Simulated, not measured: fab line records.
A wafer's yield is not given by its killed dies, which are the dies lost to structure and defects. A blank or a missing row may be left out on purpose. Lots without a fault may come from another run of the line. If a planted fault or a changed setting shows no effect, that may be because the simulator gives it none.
Which of the tools did it?	flow nandHarc	Sampling: 13 lots, 39 wafers, 3 of 1302 route steps

== WHAT THE GAUGES SHOWED, per wafer ==
NHARC_A_SGD_CUT_INSPECT_25. Usual: rawDefectCount at 368, with a standard deviation of 84.
lot	measured	on	rawDefectCount	flag
L603	day 19 05:32	defectInspect-01	383 323 330	
L604	day 19 21:58	defectInspect-02	271 325 342	
L605	day 20 08:16	defectInspect-01	360 432 440	
L607	day 20 23:03	defectInspect-02	438 505 443	
L609	day 21 16:44	defectInspect-01	413 273 360	
L608	day 21 16:47	defectInspect-02	333 357 486	
L610	day 22 21:52	defectInspect-01	499 350 289	
L612	day 23 18:51	defectInspect-01	488 348 413	
L613	day 23 19:00	defectInspect-02	358 520 417	
L622	day 27 18:40	defectInspect-02	414 520 400	
L624	day 28 04:01	defectInspect-01	290 359 294	
L626	day 28 15:07	defectInspect-01	349 307 279	
L625	day 28 15:11	defectInspect-02	327 370 600	

NHARC_A_SLIT_CD_MEAS_09: target cd 300 nm. Usual: cdNm at 300.8 nm, with a standard deviation of 0.56.
lot	measured	on	cdNm (nm)	flag
L603	day 19 11:37	cdSem-02	301.3 300.5 300.9	
L604	day 20 02:54	cdSem-02	300.6 301.8 301.7	
L605	day 20 13:05	cdSem-02	301.0 300.7 300.5	
L607	day 21 04:41	cdSem-01	301.0 301.5 301.2	
L609	day 21 22:47	cdSem-01	300.6 299.8 299.9	
L608	day 21 22:57	cdSem-03	301.3 300.6 300.9	
L610	day 23 03:19	cdSem-03	300.1 300.2 300.8	
L612	day 23 23:50	cdSem-02	300.8 299.8 299.4	
L613	day 23 23:59	cdSem-01	300.9 301.1 301.4	
L622	day 27 23:52	cdSem-02	300.9 300.9 300.7	
L624	day 28 08:44	cdSem-01	301.2 302.1 300.7	
L626	day 29 01:22	cdSem-02	300.3 301.3 300.4	
L625	day 29 02:20	cdSem-03	299.3 299.8 300.7	

NHARC_A_SLIT_CD_MEAS_21. Usual: cdNm at 289.4 nm, with a standard deviation of 1.
lot	measured	on	cdNm (nm)	flag
L603	day 19 18:04	cdSem-03	290.0 290.4 289.6	
L604	day 20 09:24	cdSem-02	289.4 289.7 290.7	
L605	day 20 19:33	cdSem-01	289.5 289.3 289.5	
L607	day 21 15:05	cdSem-01	290.8 288.2 288.8	
L609	day 22 05:32	cdSem-03	290.5 289.0 290.6	
L608	day 22 09:20	cdSem-03	290.2 289.0 288.6	
L610	day 23 09:52	cdSem-02	290.0 288.2 290.8	
L612	day 24 06:22	cdSem-02	288.9 290.5 289.3	
L613	day 24 09:52	cdSem-03	290.5 289.9 289.4	
L622	day 28 06:25	cdSem-02	290.6 289.4 288.9	
L624	day 28 15:25	cdSem-01	290.8 288.4 288.3	
L626	day 29 07:53	cdSem-02	289.7 289.1 288.3	
L625	day 29 08:55	cdSem-01	288.4 289.0 288.9	

== EACH LOT AND THE TOOL THAT RAN IT (in order: tool; ch and the chambers of the sampled wafers; start) ==
The record holds no process step before these readings.

== AS READ BY THE TOOLS THEMSELVES (means over the sampled wafers that have a number; for cases with no such wafer, the mark the record gives instead) ==
The record holds no such reading with a usual standard deviation.

== THE ANSWER, worked out from the rows above alone ==
Rule: lot off if the mean of its wafers having a number is beyond 3 standard deviations from the usual mean. Also off: a lot with no number at a reading for which 4 or more lots have one. All remaining lots with rows at the step are treated as sound. First the gauges in route order, then the tools' own readings, where a lot's mean is used as printed above. The first step at which some lot is off is used, and at that step the reading that is off furthest; a lot without a number counts as furthest.
Nothing can be told from this: no lot is off at any reading shown.

== WHAT THE SIMULATOR HAD INSERTED ==
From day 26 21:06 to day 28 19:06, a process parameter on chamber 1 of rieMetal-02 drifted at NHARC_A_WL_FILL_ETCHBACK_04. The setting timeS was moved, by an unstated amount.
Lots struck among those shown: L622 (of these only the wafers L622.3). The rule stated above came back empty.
